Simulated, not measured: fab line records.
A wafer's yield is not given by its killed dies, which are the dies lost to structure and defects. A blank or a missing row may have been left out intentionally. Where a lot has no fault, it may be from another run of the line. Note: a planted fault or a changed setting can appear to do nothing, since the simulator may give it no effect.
Struck lot and sound lot, side by side ; flow n5_finfet ; 35 steps out of a route of 1938
Sound: wafers L735.3, L735.4, L735.6. Struck: wafers L727.1, L727.3, L727.4. The cause is given at the end.
At each step with rows: each side's tool, then ch and its chambers, then its first start. Under that, the readings that differ: sound wafers ; struck wafers ; difference of the means ; sigmas: that difference in standard deviations of wafers without a fault.
alike: readings whose means differ by less than 2 such deviations, and words and numbers that are the same on both sides. not compared: withheld readings, readings that some wafer has no value for, bounds like >300 that may hide the same value, and numbers for which the record gives no deviation and whose values overlap.
A row with sigmas, a row that says differs or no value, or rows on one side alone: a step with any of these is where the two part. Numbers that have no deviation but don't overlap get no sigmas and don't part them. A reading missing from all wafers of one side parts the sides only when that side holds two or more wafers.

first, 12 steps without rows for these wafers: N5_SD_EPI_P_ETCH_37 (etches SOC in N2/H2, overetch 108 nm, time 486 s); N5_SD_EPI_P_STRIP_38 (strips in N2/H2); N5_SD_EPI_P_ETCHBACK_46 (etches SiNx in CH3F/O2, stops on SiO2, target depth 17.5 nm); N5_SD_EPI_P_ETCH_47 (etches SiOCN in CH3F/O2, target depth 25 nm); N5_SD_EPI_P_ETCH_16 (etches SiO2 in CHF3/O2, target depth 5 nm); N5_SD_EPI_P_STRIP_50 (strips in CHF3/O2); N5_SD_EPI_P_SD_RECESS_17 (chemistry HBr/Cl2/O2, target depth 39.1 nm, bt time 3 s); N5_SD_EPI_P_WET_ETCH_45 (etches SiO2 in dHF, time 10.7 s, target depth 2 nm, rinse time 30 s); N5_SD_EPI_P_STRIP_40 (strips in N2/H2); N5_SD_EPI_P_PRECLEAN_52 (cleans in O3/DIW, time 60 s); N5_SD_EPI_P_SRD_20 (time 30 s); N5_SD_EPI_P_PRECLEAN_51 (cleans in NF3:NH3, afs cycles 1, time 20 s, sublimation time 60 s).
N5_SD_EPI_P_VAPOR_ETCH_44: etches SiGe30 in NF3/Ar, time 3.3 s.
  struck on epi_rpcvd-03, day 7 01:25; sound on epi_rpcvd-03 ch 0, day 9 01:12
  no value came back on the struck wafers for susceptor_temp_C (C), time_s (s); on the sound wafers susceptor_temp_C (C) reads 25.10 24.94 24.59
then, 20 steps without rows for these wafers: N5_SD_EPI_P_EPI_21 (deposits SiGe:B, time 355 s); N5_SD_EPI_P_HM_STRIP_48 (strips SiNx in H3PO4, material SiNx, target depth 3 nm); N5_SD_EPI_P_SRD_49 (time 30 s); N5_SD_EPI_P_PRECLEAN_24 (cleans in O3/DIW, time 45 s); N5_SD_EPI_P_PRECLEAN_32 (cleans in dHF, time 10 s); N5_SD_EPI_P_PRECLEAN_33 (cleans in SC2, time 45 s); N5_SD_EPI_P_SRD_25 (time 30 s); N5_SD_ACTIVATION_RTA_00 (time 0 s); N5_SD_ACTIVATION_LSA_01 (time 0.0008 s); N5_ILD0_LINER_00 (material SiNx, target thk 4 nm, pulse time 1 s, purge time 2 s); N5_ILD0_FCVD_FILL_01 (material SiO2 flowable, target thk 200 nm, time 328.3 s); N5_ILD0_CURE_02 (time 1800 s); N5_ILD0_CMP_03 (polishes, stops on SiNx, t overpolish 1.9 s, target thk 197.38 nm); N5_ILD0_CMP_07 (polishes SiO2 flowable, stops on poly-Si, t overpolish 1.18 s, target thk 138.88 nm); N5_ILD0_PRECLEAN_10 (cleans in NF3:NH3, afs cycles 5, time 20 s, sublimation time 60 s); N5_ILD0_ALD_15 (deposits SiNx, target thk 24 nm, pulse time 1 s, ald cycles 480); N5_ILD0_CMP_12 (polishes SiNx, stops on poly-Si, t overpolish 6 s, target thk 17.67 nm); N5_SDB_HM_DEP_00 (deposits SiNx from SiH4/NH3/N2, target thk 40 nm, time 35.3 s); N5_SDB_COAT_03 (time 60 s, resist thk 100 nm); N5_SDB_COAT_04 (time 60 s, resist thk 18 nm).
-- the record jumps here: 5 days lie between the struck wafers' starts before and after (it left off in module SDB and takes up again in module BEOL_M4, whose first step shown is number 1111 of the route) --
N5_BEOL_M4_RC_MEAS_101:
  sound on prober-02 ch 0, day 13 23:01; struck on prober-02 ch 0, day 11 21:59
reading;sound;struck;difference;sigmas
CJ_P;5.93 5.88 5.93;4.35 4.32 4.34;-1.58;-10
DIBL_P (mV/V);34.4 38.2 38.1;22.8 25.2 22.7;-13.3;-7
IOFF_P (nA/um);0.20 0.25 0.26;0.03 0.04 0.03;-0.20;-6
IOFF_P_85C (nA/um);3.4 4.2 4.3;0.7 0.9 0.8;-3.2;-6
IOFF_P_LIN (nA/um);0.098 0.115 0.120;0.021 0.024 0.021;-0.089;-6
ION_N (uA/um);690 686 705;668 679 660;-25;-2
ION_P (uA/um);471 472 481;290 289 293;-184;-22
REXT_P (ohm.um);101.6 102.6 103.5;295.5 300.6 296.6;+195.0;+93
SS_P (mV/dec);72.1 73.8 72.8;70.8 72.1 70.5;-1.8;-3
VT_P (mV);-250 -247 -244;-288 -288 -290;-42;-11
VT_P_LVT (mV);-100 -97 -97;-140 -136 -137;-40;-12
  alike: DIBL_N, IOFF_N, SS_N, VT_N
-- a jump in the record: the struck wafers' starts before and after are 4 days apart (it breaks off in module BEOL_M4 and resumes in module PASSIVATION, where the first step shown is number 1936 of the route) --
N5_PASSIVATION_PROBE_49:
  record: rows for the struck wafers here (prober-01, day 16 00:31), none for the sound ones

WHERE THEY PART
Earliest at N5_SD_EPI_P_VAPOR_ETCH_44; latest, in this record, at N5_PASSIVATION_PROBE_49.

WHY: whatever the simulator had introduced
Entire step skipped (epi_rpcvd-03, N5_SD_EPI_P_VAPOR_ETCH_44), from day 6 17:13 onward. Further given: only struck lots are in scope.
